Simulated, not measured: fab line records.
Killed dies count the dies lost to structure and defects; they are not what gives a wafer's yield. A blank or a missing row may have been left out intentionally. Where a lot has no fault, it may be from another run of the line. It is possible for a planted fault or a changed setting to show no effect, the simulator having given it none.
Matching of chambers / flow n5_finfet / rie_si-03 running N5_BEOL_M0_SAQP_MANDREL_ETCH_103: 4 sister chambers
The step etches a-Si in HBr/Cl2, stops on SiCN, target depth 45 nm, bt time 10 s, time 27 s. 18 wafers are shown with their chamber, then 9 later ones without.

## WAFERS, EACH WITH ITS CHAMBER
wafer=L074.2; chamber=3; throttle_valve_pct (%)=35.7; mfc_cl2_sccm (sccm)=80.35; HBr_flow_sccm (sccm)=150.8
wafer=L074.3; chamber=0; throttle_valve_pct (%)=35.6; mfc_cl2_sccm (sccm)=79.98; HBr_flow_sccm (sccm)=150.8
wafer=L074.6; chamber=0; throttle_valve_pct (%)=35.6; mfc_cl2_sccm (sccm)=79.93; HBr_flow_sccm (sccm)=150.3
wafer=L075.1; chamber=3; throttle_valve_pct (%)=35.7; mfc_cl2_sccm (sccm)=80.26; HBr_flow_sccm (sccm)=149.9
wafer=L075.2; chamber=2; throttle_valve_pct (%)=35.3; mfc_cl2_sccm (sccm)=80.19; HBr_flow_sccm (sccm)=150.1
wafer=L075.5; chamber=3; throttle_valve_pct (%)=35.6; mfc_cl2_sccm (sccm)=79.80; HBr_flow_sccm (sccm)=149.9
wafer=L087.1; chamber=3; throttle_valve_pct (%)=35.6; mfc_cl2_sccm (sccm)=80.16; HBr_flow_sccm (sccm)=150.2
wafer=L087.2; chamber=1; throttle_valve_pct (%)=35.2; mfc_cl2_sccm (sccm)=79.64; HBr_flow_sccm (sccm)=150.5
wafer=L087.3; chamber=2; throttle_valve_pct (%)=35.3; mfc_cl2_sccm (sccm)=80.19; HBr_flow_sccm (sccm)=149.5
wafer=L090.3; chamber=2; throttle_valve_pct (%)=35.3; mfc_cl2_sccm (sccm)=79.60; HBr_flow_sccm (sccm)=150.5
wafer=L090.4; chamber=3; throttle_valve_pct (%)=35.6; mfc_cl2_sccm (sccm)=79.72; HBr_flow_sccm (sccm)=149.9
wafer=L090.6; chamber=2; throttle_valve_pct (%)=35.3; mfc_cl2_sccm (sccm)=80.18; HBr_flow_sccm (sccm)=150.5
wafer=L088.1; chamber=1; throttle_valve_pct (%)=35.2; mfc_cl2_sccm (sccm)=79.86; HBr_flow_sccm (sccm)=149.8
wafer=L088.4; chamber=1; throttle_valve_pct (%)=35.2; mfc_cl2_sccm (sccm)=79.80; HBr_flow_sccm (sccm)=149.7
wafer=L088.6; chamber=2; throttle_valve_pct (%)=35.3; mfc_cl2_sccm (sccm)=80.37; HBr_flow_sccm (sccm)=149.9
wafer=L091.2; chamber=0; throttle_valve_pct (%)=35.7; mfc_cl2_sccm (sccm)=79.82; HBr_flow_sccm (sccm)=150.3
wafer=L091.4; chamber=2; throttle_valve_pct (%)=35.3; mfc_cl2_sccm (sccm)=79.90; HBr_flow_sccm (sccm)=150.5
wafer=L091.6; chamber=2; throttle_valve_pct (%)=35.3; mfc_cl2_sccm (sccm)=79.87; HBr_flow_sccm (sccm)=150.5

SIGNATURES (means of the wafers above)
reading=throttle_valve_pct; chamber 0=35.633; chamber 1=35.200; chamber 2=35.300; chamber 3=35.640; scatter within a chamber=0.0365
reading=mfc_cl2_sccm; chamber 0=79.9100; chamber 1=79.7667; chamber 2=80.0429; chamber 3=80.0580; scatter within a chamber=0.235
reading=HBr_flow_sccm; chamber 0=150.467; chamber 1=150.000; chamber 2=150.214; chamber 3=150.140; scatter within a chamber=0.388
Rule: for a wafer and a chamber, the distance is found by dividing, reading by reading, the gap between the wafer's reading and the chamber's mean by the reading's scatter, squaring, summing and taking the root. The wafer belongs to the nearest chamber; if the next one is less than 2 further off, it can't be placed. The scatter is the square root of a quotient: the sum, over the shown wafers, of each reading's squared deviation from its chamber's mean, divided by wafers minus chambers.

## WAFERS MISSING THEIR CHAMBER
wafer=L095.2; throttle_valve_pct (%)=35.7; mfc_cl2_sccm (sccm)=80.08; HBr_flow_sccm (sccm)=149.7
wafer=L095.3; throttle_valve_pct (%)=35.7; mfc_cl2_sccm (sccm)=80.01; HBr_flow_sccm (sccm)=150.0
wafer=L095.4; throttle_valve_pct (%)=35.2; mfc_cl2_sccm (sccm)=80.11; HBr_flow_sccm (sccm)=150.2
wafer=L096.1; throttle_valve_pct (%)=35.3; mfc_cl2_sccm (sccm)=79.62; HBr_flow_sccm (sccm)=149.5
wafer=L096.3; throttle_valve_pct (%)=35.2; mfc_cl2_sccm (sccm)=80.06; HBr_flow_sccm (sccm)=149.9
wafer=L096.5; throttle_valve_pct (%)=35.7; mfc_cl2_sccm (sccm)=80.02; HBr_flow_sccm (sccm)=150.6
wafer=L097.1; throttle_valve_pct (%)=35.3; mfc_cl2_sccm (sccm)=80.18; HBr_flow_sccm (sccm)=149.8
wafer=L097.2; throttle_valve_pct (%)=35.7; mfc_cl2_sccm (sccm)=79.73; HBr_flow_sccm (sccm)=150.6
wafer=L097.3; throttle_valve_pct (%)=35.7; mfc_cl2_sccm (sccm)=80.23; HBr_flow_sccm (sccm)=150.4

## EACH ONE'S CHAMBER
wafer=L095.2; from the rows above=can't be placed: 3 or 0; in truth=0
wafer=L095.3; from the rows above=can't be placed: 3 or 0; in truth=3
wafer=L095.4; from the rows above=can't be placed: 1 or 2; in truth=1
wafer=L096.1; from the rows above=can't be placed: 2 or 1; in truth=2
wafer=L096.3; from the rows above=can't be placed: 1 or 2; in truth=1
wafer=L096.5; from the rows above=can't be placed: 0 or 3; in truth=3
wafer=L097.1; from the rows above=2; in truth=2
wafer=L097.2; from the rows above=can't be placed: 0 or 3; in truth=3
wafer=L097.3; from the rows above=can't be placed: 3 or 0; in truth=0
Correct placement for 1 of the 9. These rows do not allow placing 8 (true chamber among the candidates in 8). Number placed wrongly: 0.
